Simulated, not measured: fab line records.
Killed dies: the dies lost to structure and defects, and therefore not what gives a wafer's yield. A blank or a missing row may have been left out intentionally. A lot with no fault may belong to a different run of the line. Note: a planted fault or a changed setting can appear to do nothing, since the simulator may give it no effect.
Problem report in the 8D (eight disciplines) form, filled by code / flow n5Finfet / the parts of the form that need people (team, actions taken, sign-off) are left out

## 1. THE ISSUE
Mean of plateTempC at N5_BEOL_M3_COAT_67: 242.56 C across 9 wafers in 3 lots; on wafers with no fault it is 249.99 C (standard deviation 0.19). Measured from the usual mean, that is -39 standard deviations.
The step: time 60 s, resist thk 60 nm.
The first sign was on wafer L918.1 at day 11 13:34, on lithoTrack-05. At this step, 33 wafers from 11 lots have a number in the record. The rule behind "out" and "out of limits": a value lying over 4 standard deviations away from the usual mean. The rest of the wafers with a number are treated as sound.

## 2. WHAT IT IS AND WHAT IT IS NOT
question=which readings at this step | is=plateTempC, heaterPowerTotalW | is not=exhaustPa
question=which lots | is=L918, L923, L924 | is not=L916, L919, L922, L928, L929, L930, L931, L934
question=which wafers of those lots | is=all that have a number | is not=-
question=read on which tools | is=lithoTrack-05 | is not=lithoTrack-02, lithoTrack-04
question=when | is=from day 11 13:34 | is not=up to then (9 sound wafers); but 15 sound wafers of L928, L929, L930, L931, L934 came after

## 3. WHAT RULES OUT EACH SUSPECT
Counting: any tool at a process step up to the reading is kept as a suspect provided that every lot that is out went through it and no sound lot did after the first of them.
- lithoTrack-05 at N5_BEOL_M3_COAT_67 (time 60 s, resist thk 60 nm): kept. It processed each lot that is out, first L918 at day 11 13:34, and no sound lot thereafter; up to then, the last sound lot it processed was L922 at day 11 04:36. Its own heaterPowerTotalW, plateTempC readings are out on those wafers.
After counting, what remains is lithoTrack-05 at N5_BEOL_M3_COAT_67.

## 4. THE CAUSE (what the simulator had put in)
Drift in process parameters on lithoTrack-05 at N5_BEOL_M3_COAT_67, starting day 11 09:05. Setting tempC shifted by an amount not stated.
This tool alone remained once counting was done.

## 5. THE EFFECT CHAIN, in route order
Rows list readings where the struck wafers' mean (over those with a number) sits beyond 3 standard deviations from the usual. Readings are gone through only where the record gives a usual standard deviation; hours: the median, over the lots, of the time from a lot's start at the first step in this table giving one to that lot's start at this step; sigmas: the change measured in usual standard deviations.
hours=0; step=N5_BEOL_M3_COAT_67; reading=heaterPowerTotalW; usual=500.2 W; on struck wafers=482.4; change=-17.8; sigmas=-9.9
hours=0; step=N5_BEOL_M3_COAT_67; reading=plateTempC; usual=249.99 C; on struck wafers=242.56; change=-7.43; sigmas=-39
It contains these process steps:
- N5_BEOL_M3_COAT_67: time 60 s, resist thk 60 nm.
At these later measuring or inspecting steps, every struck wafer for which the step has a row has a number for every such reading, and none has moved that far: N5_BEOL_M3_OVL_MEAS_29, N5_BEOL_M4_RC_MEAS_101.

## 6. HOW IT WOULD HAVE BEEN CAUGHT EARLIER
The fault began at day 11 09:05; the first out-of-limits reading in this record came at day 11 13:34, 4 hours later.
